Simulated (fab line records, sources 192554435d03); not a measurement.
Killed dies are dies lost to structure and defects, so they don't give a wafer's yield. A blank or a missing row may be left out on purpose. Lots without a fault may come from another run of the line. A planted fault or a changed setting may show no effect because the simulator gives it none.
Chamber matching | flow n5_finfet | N5_BEOL_M5_CURE_79 on uv_cure-02: 3 sister chambers
The step cures SiCOH lowk, time 240 s. 6 wafers are shown with their chamber, then 9 later ones without.

WAFERS WITH THEIR CHAMBER
wafer  | chamber | wafer_temp_C_max | lamp_power_pct (%)
L078.3 | 0       | 386.3            | 52.23
L078.6 | 0       | 387.2            | 52.32
L093.4 | 1       | 388.1            | 52.36
L093.6 | 1       | 388.1            | 52.35
L095.3 | 2       | 386.1            | 52.35
L095.6 | 2       | 386.8            | 52.25

WAFERS WITHOUT THEIR CHAMBER
wafer  | wafer_temp_C_max | lamp_power_pct (%)
L095.2 | 386.8            | 52.40
L095.4 | 386.5            | 52.41
L095.5 | 387.6            | 52.43
L097.1 | 386.6            | 52.29
L097.4 | 386.8            | 52.25
L097.6 | 386.7            | 52.23
L097.2 | 387.0            | 52.34
L097.3 | 386.8            | 52.28
L097.5 | 386.7            | 52.30

WHICH CHAMBER EACH WENT THROUGH
wafer  | from the rows above          | in truth
L095.2 | can't be placed: 2 or 0 or 1 | 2
L095.4 | can't be placed: 2 or 0 or 1 | 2
L095.5 | can't be placed: 1 or 0 or 2 | 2
L097.1 | can't be placed: 2 or 0      | 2
L097.4 | can't be placed: 0 or 2      | 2
L097.6 | can't be placed: 0 or 2      | 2
L097.2 | can't be placed: 0 or 2 or 1 | 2
L097.3 | can't be placed: 0 or 2      | 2
L097.5 | can't be placed: 0 or 2      | 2
Placed correctly: 0 of 9. Can't be placed from these rows: 9 (the true chamber is among the candidates in 9). Placed wrongly: 0.
How it was worked out, from the rows above alone: a wafer's distance from a chamber is the root of the sum, over the readings, of the square of ((its reading less the chamber's mean) divided by the reading's scatter). The wafer belongs to the nearest chamber; if the next one is less than 2 further off, it can't be placed. A chamber's mean is the mean of its shown wafers. The scatter: the root of (the sum of the squares of (reading less its chamber's mean) over the shown wafers, divided by (wafers less chambers)).
